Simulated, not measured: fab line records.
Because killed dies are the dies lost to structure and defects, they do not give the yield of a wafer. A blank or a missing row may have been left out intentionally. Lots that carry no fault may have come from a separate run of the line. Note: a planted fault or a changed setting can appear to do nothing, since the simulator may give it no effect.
fab line records	flow n5-finfet
record lots=7	wafers=21
route steps=1938 shown BEOL_M2@841 BEOL_M3@931 BEOL_M4@1047
start-h: hours from the record's opening day to when the first of the lot's shown wafers began	wait-h: hours since the lot's step before	" identical to the entry in the row above	L1.1+2: a row that stands for several wafers	- no value, or no start given	* or withheld: withheld	< > ~ a bound
route shown NAME@n: names a module that has steps shown in the file, with the first one's number in the route	usual: average and standard deviation across the fault-free wafers	same: alike in all rows	chamber/n: place in a boat	sites: each site's reading	_std_site: the standard deviation of these	_edge_site: mean of outer sites minus mean of inner sites	radius-mm: how far each site lies from the wafer's centre	mask NAME#n: copy n	behind: the last tool/chamber to shape the wafer	hold: why the lot went on hold/how many hours it stayed there/how the hold came to an end	device: whichever transistor did not switch (one of n, p or np)	end of line: the same wafers' tests at the end of the route	step lacking rows: just its recipe	killed: dies that structure and defects cost at the first sort, which is not the same as the wafer's yield	map: a wafer's dies, x killed, . not, _ none there
set.NAME: setting as actually run; set.NAME@STEP: the setting as run at that earlier step	model.NAME: the simulator's own value behind a step, which no gauge read
lots where settings were altered on purpose, with a table for each step and a row for each wafer
## steps
# step N5_BEOL_M2_ILD_DEP_00
# recipe material=SiOC	target-thk-a=790	temp-c=350	precursor=DEMS/O2	pressure-torr=5	rf-w=500	time-s=15.3
lot.wafer	tool	chamber	start-h	wait-h	set.time-s	model.SiOC_of_BEOL_M2_ILD_DEP_00.thk-nm
L075.1	pecvd-04	1	145.75	0.0	15.3	78
L075.3	"	0	"	"	15.3	78.8
L075.6	"	0	"	"	15.3	79
L079.2	pecvd-04	2	167.91	0.0	15.3	78
L079.3	"	0	"	"	17.25	89
L079.5	"	2	"	"	15.3	80
L082.1	pecvd-01	2	186.67	0.0	15.3	78.2
L082.2	"	0	"	"	15.3	78.8
L082.5	"	2	"	"	15.3	79
L083.2	pecvd-02	0	191.54	0.0	15.3	78.4
L083.3	"	2	"	"	16.19	82.2
L083.4	"	1	"	"	16.19	84.4
L086.2	pecvd-01	2	211.56	0.0	15.3	78.4
L086.5	"	2	"	"	15.3	79.8
L086.6	"	1	"	"	15.3	80.4
L092.2	pecvd-04	0	240.35	0.0	14.71	76.8
L092.5	"	2	"	"	14.71	75.6
L092.6	"	0	"	"	15.3	81
L097.2	pecvd-01	1	270.59	0.0	15.3	77.6
L097.4	"	1	"	"	15.3	79
L097.5	"	2	"	"	15.3	79.8
# step N5_BEOL_M2_THK_MEAS_01
# recipe reads=SiOC_of_BEOL_M2_ILD_DEP_00
# usual M2_ILD_THK=79.1/1.2
lot.wafer	tool	chamber	start-h	wait-h	set.time-s@BEOL_M2_ILD_DEP_00	M2_ILD_THK[nm]
L075.1	film-metro-02	-	145.82	0.0	15.3	78.0
L075.3	"	-	"	"	15.3	78.9
L075.6	"	-	"	"	15.3	79.1
L079.2	film-metro-01	-	167.98	0.1	15.3	78.0
L079.3	"	-	"	"	17.25	89.1
L079.5	"	-	"	"	15.3	80.0
L082.1	film-metro-01	-	186.74	0.0	15.3	78.2
L082.2	"	-	"	"	15.3	78.8
L082.5	"	-	"	"	15.3	79.0
L083.2	film-metro-02	-	191.61	0.1	15.3	78.6
L083.3	"	-	"	"	16.19	82.2
L083.4	"	-	"	"	16.19	84.3
L086.2	film-metro-01	-	211.63	0.1	15.3	78.4
L086.5	"	-	"	"	15.3	79.7
L086.6	"	-	"	"	15.3	80.4
L092.2	film-metro-01	-	240.43	0.1	14.71	76.8
L092.5	"	-	"	"	14.71	75.7
L092.6	"	-	"	"	15.3	81.0
L097.2	film-metro-01	-	270.66	0.1	15.3	77.7
L097.4	"	-	"	"	15.3	79.0
L097.5	"	-	"	"	15.3	80.0
# step N5_BEOL_M2_EXPOSE_08
# recipe mask-id=M2	na=0.33	source-shape=dipole	sigma-inner=0.369	sigma-outer=0.767	polarization=unpolarized	dose-mj=41.25
lot.wafer	tool	chamber	start-h	wait-h	mask	set.dose-mj
L075.1+3+6	euv-scanner-01	0	149.80	-	M2#0	41.25
L079.2+5	euv-scanner-01	0	168.47	-	M2#0	39.93
L079.3	"	0	"	"	M2#0	41.25
L082.1+2	euv-scanner-01	0	188.25	-	M2#0	42.58
L082.5	"	0	"	"	M2#0	41.25
L083.2+3+4	euv-scanner-02	0	192.10	-	M2#0	44.04
L086.2+5	euv-scanner-02	0	214.11	-	M2#0	39.93
L086.6	"	0	"	"	M2#0	41.25
L092.2+5+6	euv-scanner-02	0	241.02	-	M2#0	41.25
L097.2+4	euv-scanner-02	0	272.28	-	M2#0	43.88
L097.5	"	0	"	"	M2#0	41.25
# step N5_BEOL_M2_PEB_09
# recipe peb-temp-c=100	peb-time-s=60	resist=CAR-EUV
# step N5_BEOL_M2_DEVELOP_10
# recipe develop-time-s=30	developer=TMAH	resist=CAR-EUV	rinse-liquid=surfactant-rinse	dry=air-spin	dev-temp-c=23
# step N5_BEOL_M2_CD_MEAS_11
# recipe target-cd-nm=16.79	landing-energy-ev=500	detector=se-inlens	polarity=opening
# usual cd-nm=16.75/0.25
lot.wafer	tool	chamber	start-h	wait-h	set.dose-mj@BEOL_M2_EXPOSE_08	cd-nm
L075.1	cd-sem-02	0	149.93	-	41.25	17.01
L075.3	"	0	"	"	41.25	16.73
L075.6	"	0	"	"	41.25	16.73
L079.2	cd-sem-03	0	168.60	-	39.93	16.02
L079.3	"	0	"	"	41.25	16.99
L079.5	"	0	"	"	39.93	16.91
L082.1	cd-sem-01	0	188.38	-	42.58	17.39
L082.2	"	0	"	"	42.58	16.78
L082.5	"	0	"	"	41.25	16.35
L083.2	cd-sem-03	0	192.23	-	44.04	17.89
L083.3	"	0	"	"	44.04	17.92
L083.4	"	0	"	"	44.04	17.84
L086.2	cd-sem-01	0	214.23	-	39.93	16.02
L086.5	"	0	"	"	39.93	15.92
L086.6	"	0	"	"	41.25	16.55
L092.2	cd-sem-02	0	241.15	-	41.25	16.81
L092.5	"	0	"	"	41.25	16.82
L092.6	"	0	"	"	41.25	16.72
L097.2	cd-sem-01	0	272.41	-	43.88	18.51
L097.4	"	0	"	"	43.88	18.45
L097.5	"	0	"	"	41.25	16.60
# step N5_BEOL_M2_DESCUM_16
# recipe chemistry=O2	time-s=7	source-power-w=50	bias-power-w=20	pressure-mtorr=20	rf-frequency-hz=2.712e+07	temp-c=40	resist=CAR-EUV	o2-flow-sccm=225
# step N5_BEOL_M2_ETCH_74
# recipe chemistry=N2/H2	target=underlayer	target-depth-a=65	mask-material=CAR-EUV	time-s=5.2	ion-energy-ev=200	pressure-mtorr=30	source-w=840	bias-w=150	n2-flow-sccm=200	h2-flow-sccm=200	ends=cleared
lot.wafer	tool	chamber	start-h	wait-h	set.dose-mj@BEOL_M2_EXPOSE_08	model.BEOL_M2.cd-offset-nm
L075.1	rie-diel-04	1	150.16	0.0	41.25	0.2
L075.3+6	"	2	"	"	41.25	-0.2
L079.2+5	rie-diel-02	1,2	168.80	0.0	39.93	-0.4
L079.3	"	3	"	"	41.25	0.2
L082.1	rie-diel-01	1	188.97	0.0	42.58	0.4
L082.2	"	3	"	"	42.58	0.2
L082.5	"	1	"	"	41.25	-0.2
L083.2	rie-diel-02	1	192.44	0.0	44.04	1.4
L083.3	"	2	"	"	44.04	1.2
L083.4	"	0	"	"	44.04	1
L086.2	rie-diel-01	0	214.40	0.0	39.93	-0.6
L086.5	"	2	"	"	39.93	-0.8
L086.6	"	1	"	"	41.25	0
L092.2	rie-diel-02	1	241.31	0.0	41.25	-0.2
L092.5	"	0	"	"	41.25	-0.4
L092.6	"	2	"	"	41.25	0
L097.2	rie-diel-02	0	272.61	0.0	43.88	1
L097.4	"	0	"	"	43.88	1.2
L097.5	"	3	"	"	41.25	0
# step N5_BEOL_M2_ETCH_63
# recipe chemistry=CF4	target=SiARC	target-depth-a=156	mask-material=CAR-EUV	time-s=26	ion-energy-ev=80	pressure-mtorr=40	source-w=545	bias-w=36	Ar_flow_sccm=100	cf4-flow-sccm=100	ends=cleared
lot.wafer	tool	chamber	start-h	wait-h	set.dose-mj@BEOL_M2_EXPOSE_08	model.BEOL_M2.cd-offset-nm
L075.1	rie-diel-04	1	150.17	0.0	41.25	0.2
L075.3+6	"	2	"	"	41.25	-0.2
L079.2	rie-diel-02	1	168.82	0.0	39.93	-0.4
L079.3	"	3	"	"	41.25	0.2
L079.5	"	2	"	"	39.93	-0.2
L082.1	rie-diel-01	1	188.98	0.0	42.58	0.4
L082.2	"	3	"	"	42.58	0.2
L082.5	"	1	"	"	41.25	-0.2
L083.2+3	rie-diel-02	1,2	192.45	0.0	44.04	1.2
L083.4	"	0	"	"	44.04	1
L086.2	rie-diel-01	0	214.42	0.0	39.93	-0.8
L086.5	"	2	"	"	39.93	-1
L086.6	"	1	"	"	41.25	-0.2
L092.2	rie-diel-02	1	241.32	0.0	41.25	-0.2
L092.5	"	0	"	"	41.25	-0.4
L092.6	"	2	"	"	41.25	0
L097.2	rie-diel-02	0	272.63	0.0	43.88	1
L097.4	"	0	"	"	43.88	1.2
L097.5	"	3	"	"	41.25	-0.2
# step N5_BEOL_M2_ETCH_64
# recipe chemistry=N2/H2	target=SOC	target-depth-a=750	overetch-a=225	mask-material=SiARC	temp-c=40	time-s=121.9	ion-energy-ev=200	pressure-mtorr=30	source-w=840	bias-w=150	n2-flow-sccm=200	h2-flow-sccm=200
lot.wafer	tool	chamber	start-h	wait-h	set.dose-mj@BEOL_M2_EXPOSE_08	model.BEOL_M2.cd-offset-nm
L075.1	rie-diel-04	1	150.20	0.0	41.25	0.2
L075.3	"	2	"	"	41.25	0
L075.6	"	2	"	"	41.25	-0.2
L079.2+5	rie-diel-02	1,2	168.85	0.0	39.93	-0.4
L079.3	"	3	"	"	41.25	-0.2
L082.1	rie-diel-01	1	189.01	0.0	42.58	0.2
L082.2	"	3	"	"	42.58	0.6
L082.5	"	1	"	"	41.25	-0.4
L083.2	rie-diel-02	1	192.48	0.0	44.04	1.4
L083.3+4	"	2,0	"	"	44.04	1.2
L086.2	rie-diel-01	0	214.45	0.0	39.93	-1
L086.5	"	2	"	"	39.93	-0.8
L086.6	"	1	"	"	41.25	-0.2
L092.2+6	rie-diel-02	1,2	241.35	0.0	41.25	-0.2
L092.5	"	0	"	"	41.25	-0.4
L097.2+4	rie-diel-02	0	272.66	0.0	43.88	1.2
L097.5	"	3	"	"	41.25	-0.2
# step N5_BEOL_M2_STRIP_65
# recipe chemistry=N2/H2	temp-c=40	n2-flow-sccm=200	h2-flow-sccm=200	rf-frequency-hz=6e+07
# step N5_BEOL_M2_STRIP_75
# recipe chemistry=N2/H2	temp-c=40	n2-flow-sccm=200	h2-flow-sccm=200	rf-frequency-hz=6e+07
# step N5_BEOL_M2_STRIP_66
# recipe chemistry=CF4	resist=SiARC	power-w=300	bias-power-w=75	pressure-mtorr=50	cf4-flow-sccm=150	rf-frequency-hz=6e+07
# step N5_BEOL_M2_HM_OPEN_17
# recipe chemistry=Cl2/BCl3	target-depth-a=200	overetch-a=60	target=TiN	mask-material=SOC	ion-energy-ev=150	pressure-mtorr=10	icp-w=1000	bias-w=126	Cl2_flow_sccm=53.25	bcl3-flow-sccm=21.75	Ar_flow_sccm=25
lot.wafer	tool	chamber	start-h	wait-h	set.dose-mj@BEOL_M2_EXPOSE_08	model.BEOL_M2.cd-offset-nm
L075.1	rie-metal-02	1	150.37	0.0	41.25	0
L075.3	"	1	"	"	41.25	-0.2
L075.6	"	1	"	"	41.25	-0.4
L079.2+5	rie-metal-02	0	169.02	0.0	39.93	-0.6
L079.3	"	0	"	"	41.25	-0.2
L082.1	rie-metal-01	1	189.18	0.0	42.58	-0.2
L082.2	"	0	"	"	42.58	0.4
L082.5	"	1	"	"	41.25	-0.8
L083.2+4	rie-metal-03	1	192.65	0.0	44.04	1.4
L083.3	"	0	"	"	44.04	1.2
L086.2+5	rie-metal-01	0,1	214.62	0.0	39.93	-1
L086.6	"	0	"	"	41.25	-0.2
L092.2+6	rie-metal-01	1	241.55	0.1	41.25	-0.4
L092.5	"	1	"	"	41.25	-0.6
L097.2	rie-metal-03	0	272.84	0.0	43.88	1.2
L097.4	"	1	"	"	43.88	1.4
L097.5	"	0	"	"	41.25	-0.2
# step N5_BEOL_M3_ILD_DEP_00
# recipe material=SiOC	target-thk-a=790	temp-c=350	precursor=DEMS/O2	pressure-torr=5	rf-w=500	time-s=15.3
lot.wafer	tool	chamber	start-h	wait-h	set.time-s	model.SiOC_of_BEOL_M3_ILD_DEP_00.thk-nm
L075.1	pecvd-03	0	156.59	0.0	15.3	80.4
L075.3	"	2	"	"	15.3	79.6
L075.6	"	0	"	"	15.3	81.2
L079.2	pecvd-01	1	179.39	0.0	15.3	78
L079.3	"	2	"	"	15.3	78.2
L079.5	"	1	"	"	13.27	68.2
L082.1	pecvd-01	0	200.40	0.0	15.3	78.8
L082.2	"	2	"	"	15.93	82
L082.5	"	2	"	"	15.3	79.2
L083.2	pecvd-01	2	205.96	0.0	15.3	78.8
L083.3	"	0	"	"	13.14	68.2
L083.4	"	0	"	"	13.14	69.2
L086.2	pecvd-04	0	231.81	0.0	15.3	78.8
L086.5+6	"	1,2	"	"	15.3	79.4
L092.2	pecvd-03	0	259.37	0.0	15.3	78.4
L092.5	"	1	"	"	13.48	71.4
L092.6	"	0	"	"	15.3	80
L097.2	pecvd-03	0	290.55	0.0	13.92	71.6
L097.4	"	0	"	"	15.3	80
L097.5	"	2	"	"	15.3	79.4
# step N5_BEOL_M3_THK_MEAS_01
# recipe reads=SiOC_of_BEOL_M3_ILD_DEP_00
# usual M3_ILD_THK=78.8/1.1
lot.wafer	tool	chamber	start-h	wait-h	set.time-s@BEOL_M3_ILD_DEP_00	M3_ILD_THK[nm]
L075.1	film-metro-01	-	156.65	0.0	15.3	80.5
L075.3	"	-	"	"	15.3	79.6
L075.6	"	-	"	"	15.3	81.1
L079.2	film-metro-02	-	179.46	0.1	15.3	78.0
L079.3	"	-	"	"	15.3	78.2
L079.5	"	-	"	"	13.27	68.1
L082.1	film-metro-02	-	200.46	0.0	15.3	78.9
L082.2	"	-	"	"	15.93	82.0
L082.5	"	-	"	"	15.3	79.2
L083.2	film-metro-01	-	206.03	0.1	15.3	78.8
L083.3	"	-	"	"	13.14	68.3
L083.4	"	-	"	"	13.14	69.3
L086.2	film-metro-01	-	231.88	0.1	15.3	78.9
L086.5	"	-	"	"	15.3	79.4
L086.6	"	-	"	"	15.3	79.4
L092.2	film-metro-01	-	259.43	0.1	15.3	78.5
L092.5	"	-	"	"	13.48	71.3
L092.6	"	-	"	"	15.3	80.1
L097.2	film-metro-01	-	290.62	0.1	13.92	71.6
L097.4	"	-	"	"	15.3	80.0
L097.5	"	-	"	"	15.3	79.4
# step N5_BEOL_M3_ETCH_64
# recipe chemistry=N2/H2	target=SOC	target-depth-a=750	overetch-a=150	mask-material=SiARC	temp-c=40	time-s=112.5	ion-energy-ev=200	pressure-mtorr=30	source-w=840	bias-w=150	n2-flow-sccm=200	h2-flow-sccm=200
lot.wafer	tool	chamber	start-h	wait-h	set.time-s	model.SiARC_of_BEOL_M3_COAT_62.thk-nm
L075.1+3	rie-diel-06	2,3	159.68	0.0	112.5	7
L075.6	"	2	"	"	112.5	6.8
L079.2	rie-diel-05	2	181.15	0.0	112.5	6.8
L079.3	"	0	"	"	92.78	7.8
L079.5	"	1	"	"	112.5	6.6
L082.1+2	rie-diel-03	1,0	202.02	0.0	112.5	6.6
L082.5	"	3	"	"	112.5	7
L083.2	rie-diel-05	1	207.60	0.0	119.4	6.2
L083.3	"	3	"	"	112.5	6.8
L083.4	"	2	"	"	119.4	6.4
L086.2+5	rie-diel-03	0	233.13	0.0	123.8	6
L086.6	"	3	"	"	112.5	7
L092.2+6	rie-diel-03	2	261.66	0.0	131.2	5.8
L092.5	"	1	"	"	131.2	6
L097.2	rie-diel-05	3	291.79	0.0	112.5	6.8
L097.4	"	2	"	"	131.1	6
L097.5	"	1	"	"	112.5	6.6
# step N5_BEOL_M3_COAT_68
# recipe resist=SiARC	temp-c=220	time-s=60	spin-rpm=1500	resist-thk-nm=12
lot.wafer	tool	chamber	start-h	wait-h	set.spin-rpm	model.SiARC_of_BEOL_M3_COAT_68.thk-nm
L075.1+3+6	litho-track-02	0	-	-	1500	12
L079.2+3+5	litho-track-02	0	-	-	1622	11.6
L082.1+2	litho-track-02	0	-	-	1500	12
L082.5	"	0	"	"	1380	12.6
L083.2+3	litho-track-05	0	-	-	1578	11.8
L083.4	"	0	"	"	1500	12
L086.2	litho-track-02	0	-	-	1500	12
L086.5+6	"	0	"	"	1642	11.4
L092.2	litho-track-02	0	-	-	1500	12
L092.5	"	0	"	"	1586	11.6
L092.6	"	0	"	"	1586	11.8
L097.2+4+5	litho-track-01	0	-	-	1500	12
# step N5_BEOL_M3_COAT_76
# recipe resist=underlayer	temp-c=205	time-s=60	spin-rpm=1500	resist-thk-nm=5
# step N5_BEOL_M3_COAT_22
# recipe resist=CAR-EUV	spin-rpm=1500	resist-thk-nm=30
# step N5_BEOL_M3_DESCUM_33
# recipe chemistry=O2	time-s=7	source-power-w=50	bias-power-w=20	pressure-mtorr=20	rf-frequency-hz=2.712e+07	temp-c=40	resist=CAR-EUV	o2-flow-sccm=225
# step N5_BEOL_M3_ETCH_77
# recipe chemistry=N2/H2	target=underlayer	target-depth-a=65	mask-material=CAR-EUV	time-s=5.2	ion-energy-ev=200	pressure-mtorr=30	source-w=840	bias-w=150	n2-flow-sccm=200	h2-flow-sccm=200	ends=cleared
# step N5_BEOL_M3_ETCH_69
# recipe chemistry=CF4	target=SiARC	target-depth-a=156	mask-material=CAR-EUV	time-s=26	ion-energy-ev=80	pressure-mtorr=40	source-w=545	bias-w=36	Ar_flow_sccm=100	cf4-flow-sccm=100	ends=cleared
lot.wafer	tool	chamber	start-h	wait-h	set.spin-rpm@BEOL_M3_COAT_68	model.etch.depth-nm
L075.1	rie-diel-05	2	160.53	0.0	1500	12.02
L075.3	"	3	"	"	1500	11.99
L075.6	"	0	"	"	1500	12.01
L079.2+3	rie-diel-06	2,0	181.99	0.0	1622	11.5
L079.5	"	2	"	"	1622	11.51
L082.1	rie-diel-05	1	202.94	0.0	1500	12.01
L082.2	"	2	"	"	1500	12
L082.5	"	2	"	"	1380	12.54
L083.2	rie-diel-03	3	208.45	0.0	1578	11.72
L083.3	"	1	"	"	1578	11.73
L083.4	"	0	"	"	1500	12
L086.2	rie-diel-05	0	234.10	0.0	1500	11.97
L086.5	"	2	"	"	1642	11.43
L086.6	"	3	"	"	1642	11.42
L092.2	rie-diel-03	1	262.67	0.0	1500	12.06
L092.5	"	1	"	"	1586	11.7
L092.6	"	2	"	"	1586	11.71
L097.2+4	rie-diel-03	2,0	292.76	0.0	1500	12.03
L097.5	"	2	"	"	1500	12.06
# step N5_BEOL_M4_COAT_67
# recipe resist=SOC	temp-c=250	time-s=60	spin-rpm=1500	resist-thk-nm=60
lot.wafer	tool	chamber	start-h	wait-h	set.spin-rpm	model.SOC_of_BEOL_M4_COAT_67.thk-nm
L075.1	litho-track-02	0	174.79	0.0	1500	59.6
L075.3+6	"	0	"	"	1500	59.8
L079.2+3	litho-track-04	0	195.77	0.0	1500	59.8
L079.5	"	0	"	"	1632	57.4
L082.1+2	litho-track-04	0	216.47	0.0	1500	60
L082.5	"	0	"	"	1500	60.2
L083.2	litho-track-03	0	226.25	0.0	1418	61.6
L083.3	"	0	"	"	1500	60
L083.4	"	0	"	"	1418	61.8
L086.2	litho-track-02	0	243.86	0.0	1547	58.8
L086.5+6	"	0	"	"	1500	59.8
L092.2	litho-track-04	0	270.92	0.0	1500	60
L092.5+6	"	0	"	"	1368	62.8
L097.2	litho-track-04	0	349.64	0.0	1500	59.8
L097.4+5	"	0	"	"	1443	61
## key
split step=N5_BEOL_M2_ILD_DEP_00	setting=time-s	stated=15.3	by=wafer
response step=N5_BEOL_M2_ILD_DEP_00	reading=model.SiOC_of_BEOL_M2_ILD_DEP_00.thk-nm	change=+0.826	per=1%	r=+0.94
response step=N5_BEOL_M2_THK_MEAS_01	reading=M2_ILD_THK	change=+0.82	per=1%	r=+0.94
split step=N5_BEOL_M2_EXPOSE_08	setting=dose-mj	stated=41.25	by=wafer
response step=N5_BEOL_M2_CD_MEAS_11	reading=cd-nm	change=+0.25	per=1%	r=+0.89
response step=N5_BEOL_M2_ETCH_74	reading=model.BEOL_M2.cd-offset-nm	change=+0.179	per=1%	r=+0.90
response step=N5_BEOL_M2_ETCH_63	reading=model.BEOL_M2.cd-offset-nm	change=+0.192	per=1%	r=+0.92
response step=N5_BEOL_M2_ETCH_64	reading=model.BEOL_M2.cd-offset-nm	change=+0.201	per=1%	r=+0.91
response step=N5_BEOL_M2_HM_OPEN_17	reading=model.BEOL_M2.cd-offset-nm	change=+0.228	per=1%	r=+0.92
split step=N5_BEOL_M3_ILD_DEP_00	setting=time-s	stated=15.3	by=wafer
response step=N5_BEOL_M3_ILD_DEP_00	reading=model.SiOC_of_BEOL_M3_ILD_DEP_00.thk-nm	change=+0.735	per=1%	r=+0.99
response step=N5_BEOL_M3_THK_MEAS_01	reading=M3_ILD_THK	change=+0.737	per=1%	r=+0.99
split step=N5_BEOL_M3_ETCH_64	setting=time-s	stated=112.5	by=wafer
response step=N5_BEOL_M3_ETCH_64	reading=model.SiARC_of_BEOL_M3_COAT_62.thk-nm	change=-0.0611	per=1%	r=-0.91
split step=N5_BEOL_M3_COAT_68	setting=spin-rpm	stated=1500	by=wafer
response step=N5_BEOL_M3_COAT_68	reading=model.SiARC_of_BEOL_M3_COAT_68.thk-nm	change=-0.062	per=1%	r=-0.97
response step=N5_BEOL_M3_ETCH_69	reading=model.etch.depth-nm	change=-0.0603	per=1%	r=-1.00
split step=N5_BEOL_M4_COAT_67	setting=spin-rpm	stated=1500	by=wafer
response step=N5_BEOL_M4_COAT_67	reading=model.SOC_of_BEOL_M4_COAT_67.thk-nm	change=-0.3	per=1%	r=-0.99
